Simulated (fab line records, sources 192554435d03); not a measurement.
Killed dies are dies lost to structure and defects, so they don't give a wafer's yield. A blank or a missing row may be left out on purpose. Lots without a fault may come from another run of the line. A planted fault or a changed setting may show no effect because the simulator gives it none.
Which tool did it? | flow n5_finfet | 7 lots, 20 wafers sampled, at 7 steps of a route of 1938

WHAT THE GAUGES READ, wafer by wafer
N5_MOL_CONTACT_COAG_THK_MEAS_29. Usual: MD_CAP_THK 17.96 nm, standard deviation 0.093.
lot  | measured     | on            | MD_CAP_THK (nm)   | flag
L898 | day 5 19:19  | film_metro-02 | 17.99 18.01 17.97 |
L901 | day 6 15:02  | film_metro-02 | 18.03 17.85 17.96 |
L902 | day 6 19:07  | film_metro-01 | 17.94 18.05 17.82 |
L904 | day 7 08:38  | film_metro-02 | 17.85 17.93 17.82 |
L912 | day 9 06:55  | film_metro-02 | 18.06 31.93       | OFF
L917 | day 10 12:41 | film_metro-01 | 18.05 17.90 17.98 |
L918 | day 11 04:34 | film_metro-02 | 17.97 17.83 17.91 |

N5_BEOL_M4_RC_MEAS_101. Usual: DIBL_N 36.5 mV/V, standard deviation 2; DIBL_P 36.5 mV/V, standard deviation 2.3; IOFF_N 0.16 nA/um, standard deviation 0.036; IOFF_P 0.21 nA/um, standard deviation 0.037; ION_N 672 uA/um, standard deviation 12; ION_P 459 uA/um, standard deviation 7.1; SS_N 71.6 mV/dec, standard deviation 0.73; SS_P 73.4 mV/dec, standard deviation 0.76; VT_N 250 mV, standard deviation 3.3; VT_P -250.5 mV, standard deviation 2.9.
lot  | measured     | on        | DIBL_N (mV/V)  | DIBL_P (mV/V)  | IOFF_N (nA/um) | IOFF_P (nA/um) | ION_N (uA/um) | ION_P (uA/um) | SS_N (mV/dec)  | SS_P (mV/dec)  | VT_N (mV)   | VT_P (mV)            | flag
L898 | day 8 21:33  | prober-02 | 36.7 34.8 35.7 | 36.7 35.0 36.1 | 0.18 0.14 0.16 | 0.21 0.19 0.20 | 680 679 670   | 458 463 464   | 71.9 71.4 71.3 | 73.9 73.4 73.5 | 246 251 249 | -251.4 -252.9 -251.7 |
L901 | day 9 09:58  | prober-02 | 37.3 36.1 35.4 | 35.9 35.1 33.9 | 0.20 0.18 0.17 | 0.24 0.24 0.21 | 665 679 689   | 450 467 470   | 71.8 71.3 71.3 | 73.2 73.1 73.8 | 244 249 246 | -250.3 -250.9 -248.8 |
L902 | day 10 07:19 | prober-01 | 36.5 38.1 37.2 | 35.9 39.1 37.3 | 0.14 0.18 0.16 | 0.19 0.24 0.21 | 661 683 671   | 453 469 459   | 72.5 72.6 72.4 | 72.6 73.7 73.2 | 251 249 249 | -252.4 -247.1 -249.2 |
L904 | day 10 13:35 | prober-02 | 37.6 36.0 33.6 | 38.5 36.5 33.9 | 0.18 0.15 0.11 | 0.23 0.19 0.16 | 675 680 664   | 461 461 451   | 72.6 71.7 70.6 | 74.5 73.3 72.6 | 248 249 255 | -248.7 -250.3 -253.8 |
L912 | day 12 16:38 | prober-01 | 36.5 36.8      | 35.2 35.0      | 0.15 0.15      | 0.19 0.19      | 683 663       | 465 453       | 71.3 72.0      | 73.0 73.7      | 248 254     | -249.9 -252.3        |
L917 | day 13 21:25 | prober-01 | 38.1 37.5 37.7 | 41.2 39.5 39.4 | 0.24 0.21 0.21 | 0.30 0.26 0.26 | 691 684 661   | 474 467 449   | 72.1 71.8 72.3 | 73.9 74.3 74.0 | 243 248 247 | -243.0 -246.6 -245.4 |
L918 | day 14 20:04 | prober-01 | 38.1 39.1 38.8 | 40.2 40.6 41.3 | 0.19 0.22 0.21 | 0.21 0.23 0.23 | 671 682 675   | 457 457 456   | 71.6 72.8 72.4 | 75.2 74.2 74.7 | 249 246 248 | -250.8 -251.5 -248.9 |

WHICH TOOL RAN EACH LOT (tool, then ch and the chambers of the sampled wafers, then the start)
lot  | N5_HKMG_FIN_STRIP_90               | N5_HKMG_FIN_ETCHBACK_68           | N5_GATE_CUT_ETCHBACK_30          | N5_GATE_CUT_SAC_CAP_01            | N5_MOL_CONTACT_COAG_ETCH_47
L898 | rie_diel-06 ch 0,2, day 4 22:27    | rie_metal-02 ch 0,1, day 4 22:37  | rie_metal-03 ch 0,1, day 5 00:37 | ald_sin-04 ch 1,3, day 5 02:38    | rie_diel-06 ch 1,2, day 5 21:01
L901 | rie_diel-06 ch 0,1,3, day 5 19:05  | rie_metal-02 ch 0,1, day 5 19:17  | rie_metal-01 ch 0,1, day 5 21:16 | ald_sin-03 ch 2,3, day 5 22:25    | rie_diel-06 ch 0,1,2, day 6 16:37
L902 | rie_diel-01 ch 1,2,3, day 6 01:10  | rie_metal-03 ch 0,1, day 6 01:19  | rie_metal-03 ch 0,1, day 6 03:20 | ald_sin-04 ch 0,1,3, day 6 03:49  | rie_diel-01 ch 0,2,3, day 6 20:50
L904 | rie_diel-06 ch 1,2,3, day 6 14:00  | rie_metal-03 ch 0,1, day 6 14:10  | rie_metal-03 ch 0,1, day 6 16:10 | ald_sin-01 ch 0,1,2, day 6 16:43  | rie_diel-01 ch 1,3, day 7 10:24
L912 | rie_diel-06 ch 2, day 8 11:37      | rie_metal-01 ch 0, day 8 11:49    | rie_metal-02 ch 0,1, day 8 14:06 | ald_sin-04 ch 0, day 8 15:39      | rie_diel-06 ch 0,3, day 9 08:38
L917 | rie_diel-01 ch 0,2, day 9 17:55    | rie_metal-02 ch 0,1, day 9 18:06  | rie_metal-01 ch 0, day 9 20:07   | ald_sin-03 ch 1,3, day 9 20:34    | rie_diel-06 ch 2,3, day 10 14:25
L918 | rie_diel-01 ch 0,1,2, day 10 04:00 | rie_metal-02 ch 0,1, day 10 04:09 | rie_metal-03 ch 1, day 10 06:23  | ald_sin-01 ch 0,1,2, day 10 06:52 | rie_diel-06 ch 1,3, day 11 06:34
- N5_HKMG_FIN_STRIP_90: strips SOC in N2/H2, time 20 s.
- N5_HKMG_FIN_ETCHBACK_68: etches the open film in Cl2/Ar, stops on HfO2, target depth 0.5 nm.
- N5_GATE_CUT_ETCHBACK_30: etches TiN in Cl2/Ar, target depth 3 nm.
- N5_GATE_CUT_SAC_CAP_01: material SiNx, target thk 24 nm, pulse time 1 s, ald cycles 480.
- N5_MOL_CONTACT_COAG_ETCH_47: etches SiNx in CH3F/O2, stops on W, target depth 27 nm.

WHAT THE TOOLS THEMSELVES READ (means of the sampled wafers that have a number; where no wafer has one, the mark that the record gives instead)
N5_HKMG_FIN_STRIP_90. Usual: drypump_motor_current_A 5.8 A, standard deviation 0.63; oes_product_au 0.78 a.u., standard deviation 0.085; rf_vpp_V 54.1 V, standard deviation 0.81; showerhead_plenum_p_Torr 3.34 Torr, standard deviation 0.11; temp_c 39.99 C, standard deviation 0.1; throttle_valve_pct 19.08 %, standard deviation 0.23.
lot  | tool        | drypump_motor_current_A (A) | oes_product_au (a.u.) | rf_vpp_V (V) | showerhead_plenum_p_Torr (Torr) | temp_c (C) | throttle_valve_pct (%) | flag
L898 | rie_diel-06 | 5.7                         | 0.84                  | 53.3         | 3.27                            | 40.14      | 18.73                  |
L901 | rie_diel-06 | 5.7                         | 0.74                  | 54.0         | 3.32                            | 39.99      | 19.12                  |
L902 | rie_diel-01 | 6.0                         | 0.75                  | 53.8         | 3.39                            | 40.02      | 18.89                  |
L904 | rie_diel-06 | 5.3                         | 0.77                  | 53.4         | 3.33                            | 39.87      | 19.09                  |
L912 | rie_diel-06 | 5.3                         | 0.83                  | 54.9         | 3.27                            | 40.05      | 18.74                  |
L917 | rie_diel-01 | 6.4                         | 0.88                  | 54.2         | 3.50                            | 40.07      | 19.17                  |
L918 | rie_diel-01 | 6.1                         | 0.80                  | 54.9         | 3.42                            | 39.95      | 19.10                  |

N5_HKMG_FIN_ETCHBACK_68. Usual: bias_w 60.00 W, standard deviation 0.19; drypump_motor_current_A 6.0 A, standard deviation 0.38; he_backside_leak_sccm 3.41 sccm, standard deviation 0.24; oes_product_au 0.72 a.u., standard deviation 0.097; throttle_valve_pct 20.90 %, standard deviation 0.26.
lot  | tool         | bias_w (W) | drypump_motor_current_A (A) | he_backside_leak_sccm (sccm) | oes_product_au (a.u.) | throttle_valve_pct (%) | flag
L898 | rie_metal-02 | 60.03      | 5.9                         | 3.28                         | 0.80                  | 20.95                  |
L901 | rie_metal-02 | 59.97      | 5.9                         | 3.24                         | 0.71                  | 21.09                  |
L902 | rie_metal-03 | 60.24      | 6.0                         | 3.60                         | 0.68                  | 21.03                  |
L904 | rie_metal-03 | 59.79      | 5.7                         | 3.59                         | 0.67                  | 20.85                  |
L912 | rie_metal-01 | 59.97      | 6.3                         | 3.36                         | 0.66                  | 21.01                  |
L917 | rie_metal-02 | 60.23      | 5.9                         | 3.34                         | 0.70                  | 21.11                  |
L918 | rie_metal-02 | 59.90      | 5.9                         | 3.27                         | 0.69                  | 21.10                  |

N5_GATE_CUT_ETCHBACK_30. Usual: bias_w 59.98 W, standard deviation 0.18; drypump_motor_current_A 6.1 A, standard deviation 0.34; he_backside_leak_sccm 3.4 sccm, standard deviation 0.32; oes_product_au 0.73 a.u., standard deviation 0.09; throttle_valve_pct 20.87 %, standard deviation 0.28.
lot  | tool         | bias_w (W) | drypump_motor_current_A (A) | he_backside_leak_sccm (sccm) | oes_product_au (a.u.) | throttle_valve_pct (%) | flag
L898 | rie_metal-03 | 60.08      | 6.0                         | 3.4                          | 0.71                  | 20.99                  |
L901 | rie_metal-01 | 59.96      | 6.3                         | 3.5                          | 0.72                  | 20.82                  |
L902 | rie_metal-03 | 59.86      | 6.0                         | 3.4                          | 0.71                  | 20.99                  |
L904 | rie_metal-03 | 59.94      | 5.7                         | 3.6                          | 0.68                  | 20.84                  |
L912 | rie_metal-02 | 60.09      | 6.0                         | 3.5                          | 0.74                  | 21.02                  |
L917 | rie_metal-01 | 60.35      | 6.3                         | 3.2                          | 0.66                  | 21.01                  |
L918 | rie_metal-03 | 59.81      | 6.4                         | 3.5                          | 0.71                  | 21.17                  |

N5_GATE_CUT_SAC_CAP_01. Usual: heater_power_outer_w 486 W, standard deviation 69; heater_power_w 798 W, standard deviation 87; precursor_pulse_height_rel 1.000, standard deviation 0.019.
lot  | tool       | heater_power_outer_w (W) | heater_power_w (W) | precursor_pulse_height_rel | flag
L898 | ald_sin-04 | 433                      | 748                | 0.998                      |
L901 | ald_sin-03 | 487                      | 803                | 1.001                      |
L902 | ald_sin-04 | 458                      | 772                | 1.014                      |
L904 | ald_sin-01 | 496                      | 786                | 0.995                      |
L912 | ald_sin-04 | 420                      | 744                | 0.975                      |
L917 | ald_sin-03 | 548                      | 886                | 0.996                      |
L918 | ald_sin-01 | 498                      | 781                | 0.998                      |

N5_MOL_CONTACT_COAG_ETCH_47. Usual: bias_w 72.98 W, standard deviation 0.23; drypump_motor_current_A 5.7 A, standard deviation 0.64; etch_rf_on_time_s 31.5 s, standard deviation 0.65; oes_product_au 0.69 a.u., standard deviation 0.07; rf_vpp_V 295 V, standard deviation 5.1; showerhead_plenum_p_Torr 1.96 Torr, standard deviation 0.061; throttle_valve_pct 16.29 %, standard deviation 0.21.
lot  | tool        | bias_w (W) | drypump_motor_current_A (A) | etch_rf_on_time_s (s) | oes_product_au (a.u.) | rf_vpp_V (V) | showerhead_plenum_p_Torr (Torr) | throttle_valve_pct (%) | flag
L898 | rie_diel-06 | 72.96      | 5.5                         | 31.8                  | 0.72                  | 300          | 1.98                            | 16.08                  |
L901 | rie_diel-06 | 72.93      | 5.8                         | 32.2                  | 0.67                  | 295          | 1.97                            | 16.27                  |
L902 | rie_diel-01 | 73.05      | 6.3                         | 31.3                  | 0.64                  | 294          | 1.98                            | 16.30                  |
L904 | rie_diel-01 | 73.00      | 5.7                         | 31.1                  | 0.64                  | 296          | 2.02                            | 16.45                  |
L912 | rie_diel-06 | 73.05      | 5.6                         | 41.5                  | 0.69                  | 290          | 1.92                            | 16.41                  | OFF
L917 | rie_diel-06 | 73.05      | 5.1                         | 31.8                  | 0.70                  | 298          | 1.93                            | 16.12                  |
L918 | rie_diel-06 | 73.00      | 5.5                         | 31.3                  | 0.77                  | 294          | 1.99                            | 16.08                  |

THE ANSWER, worked out from the rows above alone
Rule: a lot is off if the mean of its wafers that have a number lies more than 3 standard deviations from the usual mean. A lot without any number at a reading at which 4 lots or more have one is off too. The other lots that the step has rows for count as sound. The gauges are gone through in route order, then the tools' own readings, and for those a lot's mean is taken as printed above. The first step at which some lot is off is used, and at that step the reading that is off furthest; a lot without a number counts as furthest.
Off: L912, at N5_MOL_CONTACT_COAG_THK_MEAS_29 (MD_CAP_THK).
A tool fits if, at a process step before that reading, it ran every lot that is off, and no sound lot after the first of them. The gauges at N5_MOL_CONTACT_COAG_THK_MEAS_29 aren't tried: what is off there is off at N5_MOL_CONTACT_COAG_ETCH_47 too, on other tools, and a gauge's error can't cause that. Can't be told from this: 4 tools fit, rie_diel-06 at N5_HKMG_FIN_STRIP_90, rie_metal-01 at N5_HKMG_FIN_ETCHBACK_68, rie_metal-02 at N5_GATE_CUT_ETCHBACK_30, ald_sin-04 at N5_GATE_CUT_SAC_CAP_01.

WHAT THE SIMULATOR HAD PUT IN
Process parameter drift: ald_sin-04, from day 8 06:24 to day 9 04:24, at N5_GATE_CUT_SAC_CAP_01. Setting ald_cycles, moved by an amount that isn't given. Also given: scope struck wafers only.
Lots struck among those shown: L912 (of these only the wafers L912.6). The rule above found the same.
